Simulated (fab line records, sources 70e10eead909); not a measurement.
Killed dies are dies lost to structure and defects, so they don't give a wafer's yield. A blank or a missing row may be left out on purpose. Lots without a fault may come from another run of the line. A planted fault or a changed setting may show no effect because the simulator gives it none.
Chamber matching | flow nand_harc | NHARC_P_STI_DESCUM_14 on rie_diel-01: 4 sister chambers
The step chemistry O2, time 3 s. 22 wafers are shown with their chamber, then 11 later ones without.

WAFERS WITH THEIR CHAMBER
wafer  | chamber | drypump_motor_current_A (A) | oes_product_au (a.u.) | rf_vpp_V (V)
L075.1 | 1       | 5.5                         | 1.004                 | 58.3
L075.3 | 3       | 5.4                         | 0.998                 | 58.7
L075.4 | 0       | 5.5                         | 1.013                 | 56.6
L076.3 | 0       | 5.5                         | 1.008                 | 57.6
L076.5 | 1       | 5.5                         | 0.997                 | 58.5
L076.6 | 2       | 5.7                         | 0.999                 | 58.4
L077.2 | 3       | 5.4                         | 1.003                 | 57.5
L077.5 | 1       | 5.5                         | 0.997                 | 57.3
L077.6 | 0       | 5.6                         | 1.010                 | 59.2
L080.2 | 0       | 5.6                         | 1.007                 | 56.9
L080.3 | 2       | 5.7                         | 0.996                 | 58.9
L080.4 | 3       | 5.4                         | 1.002                 | 56.9
L082.2 | 2       | 5.7                         | 1.000                 | 57.3
L082.3 | 3       | 5.4                         | 0.999                 | 57.1
L082.4 | 1       | 5.5                         | 0.996                 | 57.9
L083.1 | 0       | 5.6                         | 0.995                 | 56.3
L083.2 | 1       | 5.5                         | 0.993                 | 57.0
L083.4 | 2       | 5.7                         | 0.989                 | 57.2
L086.3 | 3       | 5.5                         | 0.994                 | 57.9
L086.4 | 0       | 5.5                         | 1.004                 | 57.8
L086.6 | 1       | 5.5                         | 0.990                 | 57.3
L090.3 | 3       | 5.4                         | 0.993                 | 56.3

SIGNATURES (means of the wafers above)
reading                 | chamber 0 | chamber 1 | chamber 2 | chamber 3 | scatter within a chamber
drypump_motor_current_A | 5.550     | 5.500     | 5.700     | 5.417     | 0.036
oes_product_au          | 1.00617   | 0.99617   | 0.99600   | 0.99817   | 0.00507
rf_vpp_V                | 57.400    | 57.717    | 57.950    | 57.400    | 0.849
Rule: a wafer's distance from a chamber is the root of the sum, over the readings, of the square of ((its reading less the chamber's mean) divided by the reading's scatter). The wafer belongs to the nearest chamber; if the next one is less than 2 further off, it can't be placed. The scatter: the root of (the sum of the squares of (reading less its chamber's mean) over the shown wafers, divided by (wafers less chambers)).

WAFERS WITHOUT THEIR CHAMBER
wafer  | drypump_motor_current_A (A) | oes_product_au (a.u.) | rf_vpp_V (V)
L090.5 | 5.4                         | 0.997                 | 58.2
L090.6 | 5.6                         | 1.006                 | 55.8
L093.3 | 5.6                         | 0.991                 | 57.9
L093.4 | 5.5                         | 1.010                 | 56.1
L093.5 | 5.7                         | 0.999                 | 58.0
L096.1 | 5.4                         | 1.007                 | 57.1
L096.3 | 5.5                         | 1.005                 | 58.1
L096.4 | 5.7                         | 1.013                 | 57.4
L097.1 | 5.5                         | 1.006                 | 56.9
L097.3 | 5.4                         | 0.985                 | 57.6
L097.4 | 5.5                         | 0.997                 | 58.2

WHICH CHAMBER EACH WENT THROUGH
wafer  | from the rows above          | in truth
L090.5 | can't be placed: 3 or 1      | 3
L090.6 | can't be placed: 0 or 1 or 2 | 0
L093.3 | can't be placed: 2 or 1 or 0 | 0
L093.4 | can't be placed: 0 or 1 or 3 | 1
L093.5 | 2                            | 2
L096.1 | can't be placed: 3 or 1      | 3
L096.3 | can't be placed: 0 or 1 or 3 | 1
L096.4 | can't be placed: 2 or 0      | 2
L097.1 | can't be placed: 0 or 1 or 3 | 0
L097.3 | can't be placed: 3 or 1      | 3
L097.4 | can't be placed: 1 or 0 or 3 | 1
Placed correctly: 1 of 11. Can't be placed from these rows: 10 (the true chamber is among the candidates in 10). Placed wrongly: 0.
